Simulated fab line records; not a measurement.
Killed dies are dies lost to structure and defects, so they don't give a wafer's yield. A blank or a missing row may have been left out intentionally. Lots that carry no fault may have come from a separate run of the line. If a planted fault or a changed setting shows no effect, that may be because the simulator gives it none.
The tool behind it: which one? ; flow n5 finfet ; Sampling: 23 lots, 69 wafers, 3 of 1938 route steps

== WHAT THE GAUGES SHOWED, per wafer ==
N5_HKMG_FIN_CD_MEAS_49 targets a cd of 202 nm.
lot;measured;on;cd nm (nm)
L075;day 4 08:55;cd sem-02;202.4 202.2 202.1
L074;day 4 09:17;cd sem-02;202.1 200.9 202.1
L076;day 4 13:45;cd sem-02;203.5 202.6 202.6
L077;day 4 18:59;cd sem-02;202.0 202.4 201.8
L078;day 5 05:38;cd sem-01;201.8 201.7 202.8
L079;day 5 07:00;cd sem-02;200.8 202.1 201.0
L080;day 5 14:03;cd sem-02;202.0 201.4 201.8
L082;day 6 04:03;cd sem-02;202.0 201.3 202.9
L083;day 6 10:25;cd sem-03;200.8 201.3 201.4
L084;day 6 14:42;cd sem-01;202.0 202.0 202.0
L085;day 6 21:47;cd sem-02;202.6 202.5 202.1
L086;day 7 06:24;cd sem-03;202.5 201.4 201.5
L087;day 7 09:22;cd sem-01;202.0 200.9 202.5
L088;day 7 15:02;cd sem-01;202.5 202.4 203.1
L089;day 7 18:08;cd sem-03;201.8 201.7 200.8
L090;day 8 01:06;cd sem-03;201.0 200.0 201.0
L091;day 8 08:53;cd sem-03;201.8 202.0 201.8
L092;day 8 11:25;cd sem-03;203.3 202.9 203.4
L093;day 8 20:43;cd sem-03;201.5 202.2 202.0
L094;day 9 02:43;cd sem-03;201.3 202.3 201.9
L095;day 9 05:01;cd sem-02;203.3 202.0 202.5
L096;day 9 11:16;cd sem-01;202.4 201.6 201.0
L097;day 9 22:44;cd sem-01;201.7 201.9 201.7

== EACH LOT AND THE TOOL THAT RAN IT (in order: tool; ch and the chambers of the sampled wafers; start) ==
lot;N5_SDB_DESCUM_16;N5_SDB_CMP_30
L075;rie diel-01 ch 1,2,3, day 4 03:27;cmp-04 ch 1,2,3, day 4 07:06
L074;rie diel-03 ch 1,2,3, day 4 03:37;cmp-03 ch 1,2, day 4 07:28
L076;rie diel-06 ch 1,2, day 4 07:54;cmp-04 ch 0,1, day 4 11:51
L077;rie diel-03 ch 1,2, day 4 13:34;cmp-03 ch 1,2, day 4 17:08
L078;rie diel-06 ch 0,2,3, day 4 22:31;cmp-04 ch 0,3, day 5 03:41
L079;rie diel-01 ch 2,3, day 5 01:09;cmp-01 ch 0,1,2, day 5 05:02
L080;rie diel-06 ch 0,1,3, day 5 07:01;cmp-04 ch 1,2, day 5 10:54
L082;rie diel-01 ch 0,2,3, day 5 21:36;cmp-01 ch 0,1,3, day 6 01:33
L083;rie diel-03 ch 1,2, day 6 03:18;cmp-04 ch 0,1, day 6 08:13
L084;rie diel-06 ch 0,1,2, day 6 09:02;cmp-01 ch 0,3, day 6 12:38
L085;rie diel-06 ch 0,2,3, day 6 15:43;cmp-03 ch 0,2,3, day 6 19:28
L086;rie diel-06 ch 0,3, day 7 00:41;cmp-01 ch 0,1,3, day 7 04:19
L087;rie diel-01 ch 0,2,3, day 7 03:36;cmp-04 ch 0,2, day 7 07:08
L088;rie diel-03 ch 0,1,2, day 7 08:57;cmp-01 ch 0,3, day 7 12:48
L089;rie diel-01 ch 0,2,3, day 7 12:04;cmp-04 ch 0,3, day 7 15:38
L090;rie diel-01 ch 0,2,3, day 7 19:15;cmp-01 ch 0,1,2, day 7 22:49
L091;rie diel-06 ch 0,1,3, day 8 01:35;cmp-01 ch 1,2,3, day 8 06:26
L092;rie diel-01 ch 1,2,3, day 8 05:59;cmp-01 ch 0,1,3, day 8 09:35
L093;rie diel-03 ch 0,1,3, day 8 15:22;cmp-04 ch 0,1,3, day 8 18:59
L094;rie diel-06 ch 1,3, day 8 21:13;cmp-01 ch 0,1,2, day 9 00:52
L095;rie diel-03 ch 0,3, day 8 23:25;cmp-01 ch 0,1,3, day 9 03:14
L096;rie diel-01 ch 1,2,3, day 9 05:53;cmp-03 ch 0,1,3, day 9 09:25
L097;rie diel-03 ch 0,3, day 9 16:51;cmp-03 ch 0,1,3, day 9 20:26
- N5_SDB_DESCUM_16: chemistry O2, time 7.9 s.
- N5_SDB_CMP_30: polishes, stops on poly-Si, t overpolish 1.54 s, target thk 30 nm.

== WHAT THE TOOLS THEMSELVES READ (means of the sampled wafers that have a number; where no wafer has one, the mark that the record gives instead) ==
N5_SDB_DESCUM_16.
lot;tool;chamber pressure mTorr (mTorr);drypump motor current A (A);oes product au (a.u.);rf vpp V (V);showerhead plenum p Torr (Torr);throttle valve pct (%)
L075;rie diel-01;20.004;5.6;0.73;243.1;2.07;20.68
L074;rie diel-03;19.999;6.0;0.76;243.0;2.11;20.53
L076;rie diel-06;20.008;5.4;0.71;244.0;2.12;20.47
L077;rie diel-03;19.994;5.7;0.70;242.5;2.03;20.73
L078;rie diel-06;20.008;5.8;0.73;243.2;2.08;20.63
L079;rie diel-01;20.004;5.7;0.73;242.1;2.09;20.54
L080;rie diel-06;19.997;5.8;0.72;242.2;2.04;20.54
L082;rie diel-01;20.005;5.6;0.73;243.2;2.11;20.45
L083;rie diel-03;19.997;5.7;0.69;242.9;2.09;20.73
L084;rie diel-06;19.999;5.8;0.72;243.3;2.08;20.46
L085;rie diel-06;19.999;5.8;0.81;242.7;2.08;20.52
L086;rie diel-06;20.010;5.8;0.89;242.3;2.04;20.47
L087;rie diel-01;20.004;5.6;0.73;243.6;2.11;20.46
L088;rie diel-03;19.995;5.6;0.80;243.5;2.13;20.53
L089;rie diel-01;20.009;5.6;0.73;242.8;2.11;20.48
L090;rie diel-01;19.990;5.6;0.72;243.9;2.11;20.49
L091;rie diel-06;20.002;5.8;0.88;243.0;2.03;20.29
L092;rie diel-01;19.980;5.5;0.71;242.4;2.06;20.73
L093;rie diel-03;19.998;5.9;0.75;243.3;2.12;20.50
L094;rie diel-06;19.979;5.5;0.91;242.0;2.03;20.07
L095;rie diel-03;20.010;6.2;0.79;243.6;2.14;20.34
L096;rie diel-01;19.996;5.5;0.70;242.1;2.05;20.75
L097;rie diel-03;20.001;6.2;0.78;243.3;2.14;20.35

N5_SDB_CMP_30.
lot;tool;head pressure psi (psi);motor current A (A);overpolish run s (s);time to endpoint s (s)
L075;cmp-04;4.145;12.5;1.536;17.5
L074;cmp-03;4.148;11.5;1.543;16.2
L076;cmp-04;4.158;12.7;1.542;21.2
L077;cmp-03;4.153;12.3;1.543;17.7
L078;cmp-04;4.145;13.5;1.544;15.6
L079;cmp-01;4.145;11.9;1.548;19.8
L080;cmp-04;4.150;11.0;1.547;16.9
L082;cmp-01;4.153;11.3;1.530;21.5
L083;cmp-04;4.152;12.0;1.538;15.6
L084;cmp-01;4.152;12.1;1.542;16.4
L085;cmp-03;4.147;12.0;1.542;18.7
L086;cmp-01;4.163;11.1;1.533;17.8
L087;cmp-04;4.145;12.5;1.536;19.3
L088;cmp-01;4.162;12.0;1.535;18.7
L089;cmp-04;4.148;13.3;1.536;17.4
L090;cmp-01;4.143;11.8;1.544;15.2
L091;cmp-01;4.146;12.5;1.548;19.4
L092;cmp-01;4.148;11.5;1.542;21.7
L093;cmp-04;4.139;12.1;1.538;13.2
L094;cmp-01;4.150;12.0;1.544;15.2
L095;cmp-01;4.157;11.3;1.539;18.1
L096;cmp-03;4.152;13.2;1.541;16.3
L097;cmp-03;4.144;12.8;1.535;16.9

== THE ANSWER, worked out from the rows above alone ==
Rule: the usual values come from the lots themselves. The widest of any qualifying gaps counts: lots, ordered by their means at a reading, are off when they make up no more than a third of the lots, leave a main group of 4 or more, and stand apart from it by 3 or more times the standard deviation of that group's means. If all means in a main group match to the digits the tables above print for the reading, that group is not used. Also off: a lot with no number at a reading for which 4 or more lots have one. All remaining lots with rows at the step are treated as sound. The gauges are gone through in route order, then the tools' own readings, and for those a lot's mean is taken as printed above. At the first step where some lot is off, the reading lying furthest off is the one used; lots without a number count as furthest.
No lot is off at any reading shown: from this, nothing can be told.

== WHAT WAS PUT IN BY THE SIMULATOR ==
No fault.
